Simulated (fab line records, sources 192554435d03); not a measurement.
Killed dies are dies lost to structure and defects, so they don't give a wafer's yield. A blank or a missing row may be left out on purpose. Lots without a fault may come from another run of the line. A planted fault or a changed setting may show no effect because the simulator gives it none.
Chamber matching | flow n5_finfet | N5_BEOL_M0_SAQP_SPACER1_ALD_98 on ald_sin-03: 4 sister chambers
The step deposits SiO2, target thk 12.8 nm, pulse time 1 s, purge time 2 s. 16 wafers are shown with their chamber, then 8 later ones without.

WAFERS WITH THEIR CHAMBER
wafer  | chamber | heater_power_w (W) | heater_power_outer_w (W) | precursor_pulse_height_rel
L075.1 | 3       | 518                | 290                      | 1.024
L075.3 | 0       | 452                | 267                      | 0.996
L075.6 | 0       | 455                | 257                      | 0.987
L076.1 | 0       | 452                | 257                      | 0.983
L076.3 | 1       | 510                | 279                      | 0.981
L076.5 | 0       | 445                | 257                      | 1.007
L077.1 | 2       | 433                | 250                      | 0.997
L077.2 | 3       | 525                | 293                      | 0.984
L077.5 | 0       | 456                | 260                      | 1.001
L082.2 | 2       | 435                | 251                      | 1.017
L082.3 | 3       | 518                | 291                      | 1.020
L082.6 | 0       | 449                | 268                      | 1.023
L087.1 | 2       | 440                | 243                      | 1.013
L087.2 | 3       | 523                | 284                      | 1.008
L087.3 | 0       | 456                | 261                      | 0.982
L089.1 | 1       | 519                | 273                      | 0.986

SIGNATURES (means of the wafers above)
reading                    | chamber 0 | chamber 1 | chamber 2 | chamber 3 | scatter within a chamber
heater_power_w             | 452.14    | 514.50    | 436.00    | 521.00    | 4.12
heater_power_outer_w       | 261.00    | 276.00    | 248.00    | 289.50    | 4.43
precursor_pulse_height_rel | 0.99700   | 0.98350   | 1.00900   | 1.00900   | 0.0145
Rule: a wafer's distance from a chamber is the root of the sum, over the readings, of the square of ((its reading less the chamber's mean) divided by the reading's scatter). The wafer belongs to the nearest chamber; if the next one is less than 2 further off, it can't be placed. The scatter: the root of (the sum of the squares of (reading less its chamber's mean) over the shown wafers, divided by (wafers less chambers)).

WAFERS WITHOUT THEIR CHAMBER
wafer  | heater_power_w (W) | heater_power_outer_w (W) | precursor_pulse_height_rel
L089.3 | 458                | 266                      | 0.975
L089.6 | 457                | 259                      | 0.986
L093.3 | 517                | 275                      | 0.993
L093.4 | 453                | 272                      | 0.985
L093.6 | 510                | 274                      | 1.032
L094.1 | 524                | 280                      | 0.983
L094.4 | 438                | 248                      | 1.020
L094.6 | 429                | 241                      | 0.981

WHICH CHAMBER EACH WENT THROUGH
wafer  | from the rows above     | in truth
L089.3 | 0                       | 0
L089.6 | 0                       | 0
L093.3 | 1                       | 1
L093.4 | 0                       | 0
L093.6 | can't be placed: 1 or 3 | 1
L094.1 | can't be placed: 1 or 3 | 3
L094.4 | 2                       | 2
L094.6 | 2                       | 2
Placed correctly: 6 of 8. Can't be placed from these rows: 2 (the true chamber is among the candidates in 2). Placed wrongly: 0.
